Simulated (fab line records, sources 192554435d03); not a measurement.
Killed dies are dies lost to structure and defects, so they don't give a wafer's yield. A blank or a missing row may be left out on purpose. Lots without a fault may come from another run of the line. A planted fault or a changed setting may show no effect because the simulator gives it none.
fab line records | flow n5_finfet
record lots=6 wafers=18 last_day=18
route steps=1938 shown BEOL_M3@1020 BEOL_M4@1021
lots that met no fault: from a run of the same line without faults
start_h: hours from the record's first day to the start of the lot's first wafer shown | wait_h: hours since the lot's step before | " the same as in the row above | L1.1+2: a row that stands for several wafers | - no value, or no start given | * or withheld: withheld | < > ~ a bound
route shown NAME@n: a module of which the file shows steps, and the number in the route of the first | usual: mean/standard deviation of fault-free wafers | same: alike in all rows | chamber/n: place in a boat | sites: the reading at each site | _std_site: their standard deviation | _edge_site: outer sites' mean less inner sites' | radius_mm: how far each site lies from the wafer's centre | mask NAME#n: copy n | behind: the tool/chamber that last shaped the wafer | hold: why the lot was held/for how many hours/how that ended | device: the transistor (n, p or np) that didn't switch | end of line: the same wafers' tests at the end of the route | a step without rows: its recipe alone | killed: dies lost to structure and defects at the first sort, not the wafer's yield | map: a wafer's dies, x killed, . not, _ none there
set.NAME: the setting as run; set.NAME@STEP: as run at that earlier step | model.NAME: the simulator's own value behind a step, which no gauge read
lots at some steps of the route; a table a step, a row a wafer
services: from which hour (start_h, from the record's first day; less than 0 if before it) a tool's chamber was out of use, for how many hours, and why
## steps
# step N5_BEOL_M3_INSPECT_59
# recipe inspect_instrument=darkfield mode=post_dep
# usual raw_defect_count=73/19
# columns lot.wafer tool chamber start_h wait_h raw_defect_count
L147.2 defect_inspect-01 - 186.64 0.0 54
L147.3 " - " " 76
L147.5 " - " " 92
L154.2 defect_inspect-02 - 225.96 0.0 38
L154.4 " - " " 69
L154.5 " - " " 62
L155.4 defect_inspect-02 - 231.68 0.0 79
L155.5 " - " " 116
L155.6 " - " " 99
L159.2 defect_inspect-02 - 252.58 0.0 94
L159.3 " - " " 132
L159.6 " - " " 131
L158.2 defect_inspect-01 - 255.70 0.0 87
L158.3 " - " " 88
L158.6 " - " " 98
L165.2 defect_inspect-01 - 296.39 0.0 94
L165.4 " - " " 58
L165.6 " - " " 57
# step N5_BEOL_M4_ILD_DEP_00
# recipe material=SiOC target_thk_a=790 temp_c=350 precursor=DEMS/O2 pressure_torr=5 rf_w=500 time_s=15.3
# usual heater_power_w=532/96 showerhead_plenum_p_Torr=5.704/0.016 throttle_valve_pct=12.1/1.2
# columns lot.wafer tool chamber start_h wait_h heater_power_w showerhead_plenum_p_Torr throttle_valve_pct
L147.2 pecvd-03 1 186.67 0.0 494 5.723 13.0
L147.3 " 2 " " 600 5.714 10.9
L147.5 " 0 " " 494 5.688 14.5
L154.2 pecvd-01 2 226.00 0.0 716 5.697 11.2
L154.4 " 2 " " 727 5.686 11.4
L154.5 " 2 " " 705 5.681 11.6
L155.4 pecvd-03 0 231.73 0.1 591 5.679 14.4
L155.5 " 1 " " 537 5.707 12.9
L155.6 " 2 " " 653 5.711 10.8
L159.2 pecvd-03 2 252.62 0.0 640 5.713 10.6
L159.3 " 1 " " 539 5.719 12.5
L159.6 " 1 " " 534 5.701 12.6
L158.2 pecvd-03 2 255.73 0.0 658 5.716 10.8
L158.3 " 1 " " 585 5.717 12.6
L158.6 " 0 " " 548 5.686 14.4
L165.2 pecvd-03 1 296.43 0.0 573 5.727 12.5
L165.4 " 1 " " 571 5.718 12.7
L165.6 " 0 " " 502 5.674 14.6
# step N5_BEOL_M4_THK_MEAS_01
# recipe reads=SiOC_of_BEOL_M4_ILD_DEP_00
# usual M4_ILD_THK=78.8/0.92
# columns lot.wafer tool chamber start_h wait_h M4_ILD_THK[nm]
L147.2 film_metro-02 - 186.74 0.1 78.0
L147.3 " - " " 78.1
L147.5 " - " " 78.1
L154.2 film_metro-02 - 226.08 0.1 77.1
L154.4 " - " " 78.8
L154.5 " - " " 78.9
L155.4 film_metro-02 - 231.79 0.0 79.0
L155.5 " - " " 78.5
L155.6 " - " " 79.1
L159.2 film_metro-01 - 252.68 0.1 77.9
L159.3 " - " " 78.9
L159.6 " - " " 79.5
L158.2 film_metro-02 - 255.80 0.1 77.1
L158.3 " - " " 77.7
L158.6 " - " " 77.7
L165.2 film_metro-02 - 296.50 0.1 78.0
L165.4 " - " " 78.9
L165.6 " - " " 79.1
# step N5_BEOL_M4_PECVD_72
# recipe material=SiO2 target_thk_a=160 temp_c=400 precursor=TEOS/O2 pressure_torr=5.5 rf_w=450 teos_flow_sccm=53.8 gas=O2 flow_sccm=3000 time_s=18
# usual heater_power_w=779/150 showerhead_plenum_p_Torr=8.82/0.063 throttle_valve_pct=22.3/1.8
# columns lot.wafer tool chamber start_h wait_h heater_power_w showerhead_plenum_p_Torr throttle_valve_pct
L147.2 pecvd-04 2 186.78 0.0 713 8.86 21.1
L147.3 " 1 " " 661 8.72 24.0
L147.5 " 1 " " 669 8.72 24.3
L154.2 pecvd-01 2 226.12 0.0 1016 8.76 21.6
L154.4 " 2 " " 1019 8.75 21.0
L154.5 " 1 " " 640 8.88 22.8
L155.4 pecvd-04 2 231.84 0.1 663 8.84 21.2
L155.5 " 0 " " 657 8.76 21.1
L155.6 " 2 " " 682 8.86 21.4
L159.2 pecvd-01 0 252.72 0.0 812 8.90 21.1
L159.3 " 1 " " 599 8.87 22.6
L159.6 " 1 " " 600 8.87 22.6
L158.2 pecvd-01 2 255.84 0.0 869 8.78 21.2
L158.3 " 1 " " 589 8.88 22.4
L158.6 " 0 " " 770 8.88 21.3
L165.2 pecvd-04 0 296.53 0.0 750 8.81 21.0
L165.4 " 0 " " 748 8.77 21.3
L165.6 " 2 " " 694 8.85 21.5
# step N5_BEOL_M4_HM_DEP_02
# recipe material=TiN target_thk_a=200 temp_c=25 chamber_pressure_pa=0.49996
# usual throttle_valve_pct=30.0/1.2
# columns lot.wafer tool chamber start_h wait_h throttle_valve_pct
L147.2 pvd_sputter-03 - 189.74 2.9 30.1
L147.3 " - " " 30.3
L147.5 " - " " 29.2
L154.2 pvd_sputter-02 - 227.72 1.6 29.6
L154.4 " - " " 28.5
L154.5 " - " " 28.5
L155.4 pvd_sputter-03 - 231.89 0.0 30.1
L155.5 " - " " 30.3
L155.6 " - " " 30.0
L159.2 pvd_sputter-02 - 255.22 2.5 28.7
L159.3 " - " " 28.1
L159.6 " - " " 28.6
L158.2 pvd_sputter-01 - 256.80 1.0 30.5
L158.3 " - " " 31.7
L158.6 " - " " 31.7
L165.2 pvd_sputter-03 - 296.60 0.0 28.3
L165.4 " - " " 29.4
L165.6 " - " " 30.1
# step N5_BEOL_M4_COAT_61
# recipe resist=SOC temp_c=250 time_s=60 spin_rpm=1500 resist_thk_nm=60
# step N5_BEOL_M4_COAT_62
# recipe resist=SiARC temp_c=220 time_s=60 spin_rpm=1500 resist_thk_nm=12
# step N5_BEOL_M4_COAT_73
# recipe resist=underlayer temp_c=205 time_s=60 spin_rpm=1500 resist_thk_nm=5
# step N5_BEOL_M4_COAT_05
# recipe resist=CAR-EUV spin_rpm=1500 resist_thk_nm=30
# step N5_BEOL_M4_EBR_07
# recipe solvent=PGMEA ebr_width_mm=1.5
# step N5_BEOL_M4_SOFTBAKE_06
# recipe temp_c=110 time_s=60 resist=CAR-EUV
# step N5_BEOL_M4_EXPOSE_08
# recipe mask_id=M4 na=0.33 source_shape=dipole sigma_inner=0.369 sigma_outer=0.767 polarization=unpolarized dose_mj=41.25
# step N5_BEOL_M4_PEB_09
# recipe peb_temp_c=100 peb_time_s=60 resist=CAR-EUV
# usual chill_plate_temp_C=23.02/0.1 exhaust_pa=44.9/0.96 peb_time_s=60/0
# columns lot.wafer tool chamber start_h wait_h chill_plate_temp_C exhaust_pa peb_time_s
L147.2 litho_track-05 0 190.21 0.1 23.06 43.8 60
L147.3 " 0 " " 22.97 44.3 60
L147.5 " 0 " " 22.98 44.3 60
L154.2 litho_track-03 - 228.17 0.1 - - -
L154.4 " - " " - - -
L154.5 " - " " - - -
L155.4 litho_track-01 - 232.35 0.0 - - -
L155.5 " - " " - - -
L155.6 " - " " - - -
L159.2 litho_track-01 0 255.68 0.1 23.05 44.6 60
L159.3 " 0 " " 23.21 45.5 60
L159.6 " 0 " " 23.05 44.1 60
L158.2 litho_track-03 0 257.13 0.1 22.88 44.1 60
L158.3 " 0 " " 22.97 43.9 60
L158.6 " 0 " " 23.03 44.1 60
L165.2 litho_track-01 0 296.93 0.1 22.79 43.0 60
L165.4 " 0 " " 22.85 44.7 60
L165.6 " 0 " " 22.86 45.3 60
# step N5_BEOL_M4_DEVELOP_10
# recipe develop_time_s=30 developer=TMAH resist=CAR-EUV rinse_liquid=surfactant_rinse dry=air_spin dev_temp_c=23
## services
# columns tool chamber start_h hours kind
pvd_sputter-02 - 183.42 2.3 repair
pecvd-04 0 185.76 4.8 repair
pecvd-01 - 188.11 1.8 repair
pecvd-01 0 206.51 20.5 repair
pecvd-01 2 217.49 2.1 scheduled_down
pecvd-04 - 224.36 1.5 repair
pecvd-03 0 225.67 2.2 repair
litho_track-05 - 263.07 - consumable_replace:filter
pecvd-03 1 263.70 5.5 scheduled_down
litho_track-01 - 281.34 - consumable_replace:filter
## key
first_sign step=N5_BEOL_M4_PEB_09 reading=tool_record direction=missing
effect none on later readings
met_at N5_BEOL_M4_PEB_09
struck_wafers L154.2,L154.4,L154.5,L155.4,L155.5,L155.6
later_rows_left_out L154.2,L154.4,L154.5,L155.4,L155.5,L155.6
sort_left_out L154.2,L154.4,L154.5,L155.4,L155.5,L155.6
fault kind=skipped_step_whole tool=litho_track-01,litho_track-03 chamber=- onset_h=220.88 steps=N5_BEOL_M4_PEB_09 scope=struck_lots_only
# sort_left_out: the simulated sort isn't trusted on such a fault, so these wafers' sort isn't shown, and their yield isn't known
# later_rows_left_out: the simulator's readings of these wafers behind a module that went badly wrong aren't trusted and aren't shown, but for the sort
